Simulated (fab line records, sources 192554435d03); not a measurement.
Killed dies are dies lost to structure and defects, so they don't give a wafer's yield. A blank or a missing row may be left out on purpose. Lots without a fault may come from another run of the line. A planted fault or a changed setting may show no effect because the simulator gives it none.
Which tool did it? | flow n5_finfet | 10 lots, 30 wafers sampled, at 5 steps of a route of 1938

WHAT THE GAUGES READ, wafer by wafer
N5_MOL_CONTACT_COAG_INSPECT_97: inspects for defects (darkfield). Usual: raw_defect_count 40, standard deviation 16.
lot  | measured     | on                | raw_defect_count | flag
L937 | day 7 12:41  | defect_inspect-02 | 35 41 47         |
L940 | day 8 06:47  | defect_inspect-02 | 47 73 32         |
L941 | day 8 14:27  | defect_inspect-02 | 48 31 48         |
L942 | day 8 17:26  | defect_inspect-01 | 44 56 42         |
L943 | day 9 01:51  | defect_inspect-02 | 8 34 38          |
L944 | day 9 05:55  | defect_inspect-02 | 43 27 17         |
L945 | day 9 10:28  | defect_inspect-02 | 20 39 35         |
L948 | day 10 04:44 | defect_inspect-01 | 47 68 37         |
L951 | day 11 03:46 | defect_inspect-01 | 22 16 37         |
L952 | day 11 16:19 | defect_inspect-01 | 30 41 19         |

N5_BEOL_M0_SAQP_OVL_MEAS_15. Usual: M0_CORE_OVL 0.1 nm, standard deviation 0.64.
lot  | measured     | on         | M0_CORE_OVL (nm) | flag
L937 | day 7 13:48  | overlay-02 | -0.3 0.7 0.3     |
L940 | day 8 07:55  | overlay-01 | 0.4 0.1 -1.4     |
L941 | day 8 16:01  | overlay-01 | -0.1 0.7 1.1     |
L942 | day 8 20:31  | overlay-01 | 0.9 0.2 0.9      |
L943 | day 9 07:47  | overlay-02 | -0.4 -0.5 0.5    |
L944 | day 9 07:50  | overlay-02 | -0.2 -0.3 -0.5   |
L945 | day 9 12:46  | overlay-01 | -0.9 -0.9 0.5    |
L948 | day 10 06:00 | overlay-02 | -0.1 0.6 0.2     |
L951 | day 11 07:01 | overlay-01 | 0.0 -0.1 0.1     |
L952 | day 11 17:28 | overlay-01 | 0.2 0.0 -0.1     |

N5_BEOL_M0_SAQP_INSPECT_16: inspects for defects (brightfield). Usual: raw_defect_count 483, standard deviation 130.
lot  | measured     | on                | raw_defect_count | flag
L937 | day 7 13:50  | defect_inspect-02 | 609 364 430      |
L940 | day 8 07:56  | defect_inspect-01 | 502 496 334      |
L941 | day 8 16:02  | defect_inspect-02 | 344 360 388      |
L942 | day 8 20:32  | defect_inspect-02 | 394 594 404      |
L943 | day 9 07:49  | defect_inspect-01 | 378 349 425      |
L944 | day 9 07:51  | defect_inspect-02 | 376 655 383      |
L945 | day 9 12:47  | defect_inspect-02 | 337 441 351      |
L948 | day 10 06:02 | defect_inspect-01 | 317 435 317      |
L951 | day 11 07:02 | defect_inspect-02 | 640 421 497      |
L952 | day 11 17:29 | defect_inspect-01 | 483 314 394      |

N5_BEOL_M4_RC_MEAS_101. Usual: DIBL_N 35.7 mV/V, standard deviation 1.3; DIBL_P 35.4 mV/V, standard deviation 1.8; IOFF_N 0.152 nA/um, standard deviation 0.027; IOFF_P 0.20 nA/um, standard deviation 0.034; ION_N 672 uA/um, standard deviation 9.8; ION_P 461 uA/um, standard deviation 7.5; SS_N 71.4 mV/dec, standard deviation 0.55; SS_P 73.1 mV/dec, standard deviation 0.61; VT_N 251 mV, standard deviation 3.3; VT_P -251 mV, standard deviation 3.6.
lot  | measured     | on        | DIBL_N (mV/V)  | DIBL_P (mV/V)  | IOFF_N (nA/um)    | IOFF_P (nA/um) | ION_N (uA/um) | ION_P (uA/um) | SS_N (mV/dec)  | SS_P (mV/dec)  | VT_N (mV)   | VT_P (mV)      | flag
L937 | day 10 02:28 | prober-02 | 33.7 35.1 33.6 | 32.3 34.0 32.7 | 0.114 0.131 0.112 | 0.16 0.19 0.17 | 666 674 666   | 458 463 467   | 70.7 71.6 72.0 | 72.2 72.7 72.5 | 256 255 255 | -253 -253 -255 |
L940 | day 10 20:56 | prober-02 | 37.6 37.1 36.1 | 35.4 35.1 34.5 | 0.182 0.195 0.168 | 0.22 0.23 0.21 | 679 686 684   | 466 469 468   | 71.1 70.6 70.3 | 72.9 73.9 73.2 | 245 244 244 | -248 -245 -248 |
L941 | day 11 00:10 | prober-02 | 35.2 34.1 35.6 | 34.3 33.3 35.7 | 0.139 0.125 0.146 | 0.16 0.15 0.17 | 649 659 653   | 445 449 445   | 71.2 70.1 71.2 | 73.1 73.0 73.2 | 252 251 254 | -256 -256 -256 |
L942 | day 11 01:20 | prober-02 | 34.1 35.7 36.3 | 33.8 35.6 36.0 | 0.115 0.138 0.146 | 0.16 0.18 0.19 | 656 673 661   | 450 454 452   | 71.3 72.0 71.7 | 72.5 72.6 73.2 | 254 254 253 | -253 -255 -254 |
L943 | day 11 20:35 | prober-01 | 36.5 36.3 35.8 | 35.6 37.1 35.7 | 0.155 0.163 0.149 | 0.21 0.23 0.20 | 667 668 663   | 460 465 460   | 71.5 71.2 71.9 | 73.4 72.8 72.5 | 252 250 250 | -252 -247 -248 |
L944 | day 11 16:05 | prober-01 | 35.6 35.8 37.4 | 34.7 35.1 37.0 | 0.137 0.145 0.172 | 0.17 0.18 0.21 | 675 665 670   | 451 456 454   | 71.7 71.5 71.8 | 73.1 73.2 73.4 | 254 253 250 | -254 -256 -251 |
L945 | day 11 21:49 | prober-01 | 35.0 34.2 34.6 | 34.7 32.8 33.7 | 0.129 0.116 0.115 | 0.19 0.16 0.17 | 657 658 653   | 458 456 453   | 71.1 71.4 70.1 | 73.4 72.4 72.1 | 253 257 256 | -250 -252 -250 |
L948 | day 12 11:26 | prober-01 | 35.3 34.3 34.0 | 34.9 33.2 33.3 | 0.143 0.123 0.126 | 0.18 0.17 0.18 | 676 666 667   | 459 457 460   | 71.4 70.4 70.9 | 72.9 72.6 72.6 | 252 254 252 | -253 -254 -252 |
L951 | day 13 20:10 | prober-01 | 34.3 36.4 35.3 | 34.6 36.6 35.2 | 0.123 0.150 0.124 | 0.18 0.20 0.17 | 663 673 667   | 458 464 456   | 71.2 71.5 71.2 | 72.0 73.5 72.7 | 253 250 253 | -252 -250 -251 |
L952 | day 14 06:29 | prober-02 | 34.8 33.8 35.4 | 33.5 32.4 34.7 | 0.121 0.104 0.132 | 0.19 0.17 0.20 | 674 653 668   | 459 457 467   | 70.5 70.8 71.3 | 73.0 72.3 73.0 | 254 259 252 | -252 -253 -249 |

WHICH TOOL RAN EACH LOT (tool, then ch and the chambers of the sampled wafers, then the start)
lot  | N5_BEOL_M0_SAQP_STRIP_86
L937 | rie_diel-03 ch 1,2, day 7 14:20
L940 | rie_diel-04 ch 1,3, day 8 08:22
L941 | rie_diel-04 ch 1,2,3, day 8 16:27
L942 | rie_diel-03 ch 2,3, day 8 20:57
L943 | rie_diel-04 ch 1,2, day 9 08:13
L944 | rie_diel-04 ch 2,3, day 9 08:16
L945 | rie_diel-02 ch 0,1,3, day 9 13:11
L948 | rie_diel-04 ch 0,1,3, day 10 06:38
L951 | rie_diel-03 ch 0,1,2, day 11 07:26
L952 | rie_diel-03 ch 0,2, day 11 17:53
- N5_BEOL_M0_SAQP_STRIP_86: strips in N2/H2.

WHAT THE TOOLS THEMSELVES READ (means of the sampled wafers that have a number; where no wafer has one, the mark that the record gives instead)
N5_BEOL_M0_SAQP_STRIP_86. Usual: drypump_motor_current_A 5.8 A, standard deviation 0.42; h2_flow_sccm 299.8 sccm, standard deviation 0.9; oes_product_au 0.76 a.u., standard deviation 0.087; rf_vpp_V 121.7 V, standard deviation 1.5; showerhead_plenum_p_Torr 3.31 Torr, standard deviation 0.1; throttle_valve_pct 18.9 %, standard deviation 0.31.
lot  | tool        | drypump_motor_current_A (A) | h2_flow_sccm (sccm) | oes_product_au (a.u.) | rf_vpp_V (V) | showerhead_plenum_p_Torr (Torr) | throttle_valve_pct (%) | flag
L937 | rie_diel-03 | 5.2                         | 299.8               | 0.68                  | 120.6        | 3.36                            | 19.1                   |
L940 | rie_diel-04 | 6.0                         | 299.3               | 0.74                  | 122.0        | 3.44                            | 19.0                   |
L941 | rie_diel-04 | 5.9                         | 299.7               | 0.71                  | 123.6        | 3.37                            | 19.1                   |
L942 | rie_diel-03 | 6.2                         | 298.9               | 0.77                  | 120.6        | 3.24                            | 19.1                   |
L943 | rie_diel-04 | 6.0                         | 269.8               | 0.83                  | 122.6        | 3.35                            | 17.5                   | OFF
L944 | rie_diel-04 | 5.7                         | 269.8               | 0.90                  | 121.8        | 3.23                            | 17.6                   | OFF
L945 | rie_diel-02 | 5.9                         | 300.6               | 0.82                  | 122.5        | 3.30                            | 18.8                   |
L948 | rie_diel-04 | 5.8                         | 269.6               | 0.72                  | 120.8        | 3.29                            | 17.7                   | OFF
L951 | rie_diel-03 | 5.7                         | 299.8               | 0.80                  | 121.3        | 3.28                            | 18.8                   |
L952 | rie_diel-03 | 6.1                         | 299.4               | 0.73                  | 120.8        | 3.20                            | 18.9                   |

THE ANSWER, worked out from the rows above alone
Rule: a lot is off if the mean of its wafers that have a number lies more than 3 standard deviations from the usual mean. A lot without any number at a reading at which 4 lots or more have one is off too. The other lots that the step has rows for count as sound. The gauges are gone through in route order, then the tools' own readings, and for those a lot's mean is taken as printed above. The first step at which some lot is off is used, and at that step the reading that is off furthest; a lot without a number counts as furthest.
Off: L943, L944, L948, at N5_BEOL_M0_SAQP_STRIP_86 (h2_flow_sccm).
A tool fits if, at that step or a process step before it, it ran every lot that is off, and no sound lot after the first of them. One fits: rie_diel-04 at N5_BEOL_M0_SAQP_STRIP_86. Its last sound lot is L941 (day 8 16:27), its first lot that is off L943 (day 9 08:13): a fault that began between those two fits.
The tool's own readings at N5_BEOL_M0_SAQP_STRIP_86 bear it out: on the lots that are off they differ by more than 5 times the standard deviation of the sound lots' means. h2_flow_sccm reads 269.7 sccm there against 299.6 sccm on the sound lots; throttle_valve_pct reads 17.6 % there against 19.0 % on the sound lots.

WHAT THE SIMULATOR HAD PUT IN
Process parameter drift: rie_diel-04, from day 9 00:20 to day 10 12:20, at N5_BEOL_M0_SAQP_STRIP_86. Setting h2_flow_sccm, moved by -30, from 300. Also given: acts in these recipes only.
Lots struck among those shown: L943, L944, L948. The rule above found the same.
